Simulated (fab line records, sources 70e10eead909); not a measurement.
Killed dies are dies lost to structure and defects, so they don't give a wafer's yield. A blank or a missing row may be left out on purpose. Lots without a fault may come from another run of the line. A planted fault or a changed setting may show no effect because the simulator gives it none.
Which tool did it? | flow nand_harc | 7 lots, 21 wafers sampled, at 1 step of a route of 1302

WHAT THE GAUGES READ, wafer by wafer
NHARC_A_BLC_CD_MEAS_19.
lot  | measured     | on        | cd_nm (nm)
L357 | day 23 00:44 | cd_sem-01 | 98.6 99.7 99.5
L358 | day 24 07:13 | cd_sem-02 | 98.3 98.8 98.3
L362 | day 25 05:14 | cd_sem-03 | 99.4 101.4 100.0
L370 | day 29 18:30 | cd_sem-02 | 98.0 102.2 100.9
L374 | day 30 06:36 | cd_sem-03 | 99.9 100.8 97.9
L375 | day 31 03:42 | cd_sem-01 | 101.7 98.5 99.0
L377 | day 32 04:53 | cd_sem-01 | 97.9 99.0 100.6

WHICH TOOL RAN EACH LOT (tool, then ch and the chambers of the sampled wafers, then the start)
The record holds no process step before these readings.

THE ANSWER, worked out from the rows above alone
Rule: what is usual is taken from the lots themselves. Put in order of their means at a reading, lots are off if they are a third of the lots or fewer, leave a main group of 4 or more, and stand apart from it by a gap of 3 or more times the standard deviation of the main group's means; of several such gaps the widest counts. A main group whose means are all the same, to the digits that the tables above print for the reading, isn't used. A lot without any number at a reading at which 4 lots or more have one is off too. The other lots that the step has rows for count as sound.
No lot is off at any reading shown: from this, nothing can be told.

WHAT THE SIMULATOR HAD PUT IN
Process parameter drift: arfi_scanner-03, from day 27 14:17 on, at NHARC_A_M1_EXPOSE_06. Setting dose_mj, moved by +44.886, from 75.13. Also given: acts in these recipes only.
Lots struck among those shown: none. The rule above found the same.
